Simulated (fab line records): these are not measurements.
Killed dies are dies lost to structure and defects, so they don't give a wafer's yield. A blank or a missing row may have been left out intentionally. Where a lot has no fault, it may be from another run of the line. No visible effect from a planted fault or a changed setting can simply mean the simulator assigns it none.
Problem report in the 8D (eight disciplines) form, filled by code -- flow nand-harc -- the parts of the form that need people (team, actions taken, sign-off) are left out

## 1. THE ISSUE
Wafers without a fault read 1.000 a.u. with a standard deviation of 0.0075, while oes-product-au at NHARC_A_M1_ETCH_28 averages 0.817 a.u. across 2 wafers of 1 lot. That puts it -24 standard deviations away from the usual mean.
The step: etches the open film in CF4/N2, target depth 30 nm, time 72.99 s.
Seen first at day 31 01:37 on rie-diel-05, wafer L726.1. At this step, 15 wafers from 5 lots have a number in the record. Rule for "out", or "out of limits": more than 4 standard deviations from the usual mean. All remaining wafers that have a number are taken as sound.

## 2. WHAT THIS IS AND IS NOT
question,is,is not
which readings at this step,oes-product-au,"drypump-motor-current-A, rf-vpp-V, showerhead-plenum-p-Torr, throttle-valve-pct"
which lots,L726,"L716, L717, L729, L731"
which wafers of those lots,"L726.1, L726.5",L726.2
read on which tools,rie-diel-05,"rie-diel-06, rie-diel-09"
when,from day 31 01:37,"up to then (7 sound wafers); but 6 sound wafers of L729, L731 came after"

## 3. SUSPECTS, AND WHAT RULES EACH OUT
Counting: if a tool at a process step up to the reading ran every lot that is out, it stays a suspect. Sound lots after the first of them don't rule it out here, since some wafers of a struck lot are sound.
- rie-diel-06 at NHARC_A_M1_DESCUM_14 (chemistry O2, time 3 s): kept. It ran the lot that is out, L726 (day 31 00:59).
- rie-diel-06 at NHARC_A_M1_ETCH_35 (etches the open film in N2/H2, target depth 40 nm, overetch 12 nm, time 43.94 s): kept. It ran the lot that is out, L726 (day 31 01:04).
- rie-diel-06 at NHARC_A_M1_ETCH_15 (etches the open film in C4F8/Ar, target depth 182.5 nm, time 91.2 s): kept. It ran the lot that is out, L726 (day 31 01:17). NHARC_A_M1_ETCH_15 gives no start for some lots, so the hours and the order of its lots are those of NHARC_A_M1_CD_MEAS_16.
- rie-diel-05 at NHARC_A_M1_STRIP_18 (strips in N2/H2): kept. It ran the lot that is out, L726 (day 31 01:22); its last sound lot up to then is L717 (day 28 01:58).
- rie-diel-05 at NHARC_A_M1_ETCH_28 (etches the open film in CF4/N2, target depth 30 nm, time 72.99 s): kept. It ran the lot that is out, L726 (day 31 01:37); its last sound lot up to then is L717 (day 28 02:14). Its own readings are out on those wafers: oes-product-au.
- The sound lot-mates ran in chamber 2 of rie-diel-06 at NHARC_A_M1_DESCUM_14, but the wafers that are out ran in chamber 3.
- Within rie-diel-06 at NHARC_A_M1_ETCH_35: the wafers that are out ran in chambers 1, 3; their sound lot-mates ran in chamber 2.
- Within rie-diel-06 at NHARC_A_M1_ETCH_15: the wafers that are out ran in chambers 2, 3; their sound lot-mates ran in chamber 0.
- The sound lot-mates ran in chamber 2 of rie-diel-05 at NHARC_A_M1_STRIP_18, but the wafers that are out ran in chamber 3.
- Within rie-diel-05 at NHARC_A_M1_ETCH_28: the wafers that are out ran in chambers 1, 2; their sound lot-mates ran in chamber 3.
Left after counting: rie-diel-06 at NHARC_A_M1_DESCUM_14, rie-diel-06 at NHARC_A_M1_ETCH_35, rie-diel-06 at NHARC_A_M1_ETCH_15, rie-diel-05 at NHARC_A_M1_STRIP_18, rie-diel-05 at NHARC_A_M1_ETCH_28.

## 4. THE CAUSE (what the simulator had put in)
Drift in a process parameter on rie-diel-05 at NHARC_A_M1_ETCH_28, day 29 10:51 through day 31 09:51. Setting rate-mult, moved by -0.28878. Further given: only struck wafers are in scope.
This tool is one of the 5 suspects left after counting.

## 5. THE CHAIN OF EFFECTS, in route order
Each row: a reading where the mean over the struck wafers with a number is more than 3 standard deviations away from the usual. Only readings for which the record gives a usual standard deviation are gone through. hours: the time from each lot's start at the first step in this table that gives one to its start at this step, as a median over the lots. sigmas: the change in usual standard deviations.
hours,step,reading,usual,on struck wafers,change,sigmas
0,NHARC_A_M1_ETCH_28,oes-product-au,1.000 a.u.,0.817,-0.183,-24
Process steps it contains:
- NHARC_A_M1_ETCH_28: etches the open film in CF4/N2, target depth 30 nm, time 72.99 s.

## 6. HOW IT WOULD HAVE BEEN CAUGHT EARLIER
In this record no reading fell out of limits until day 31 01:37, 39 hours after the fault had begun at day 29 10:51.
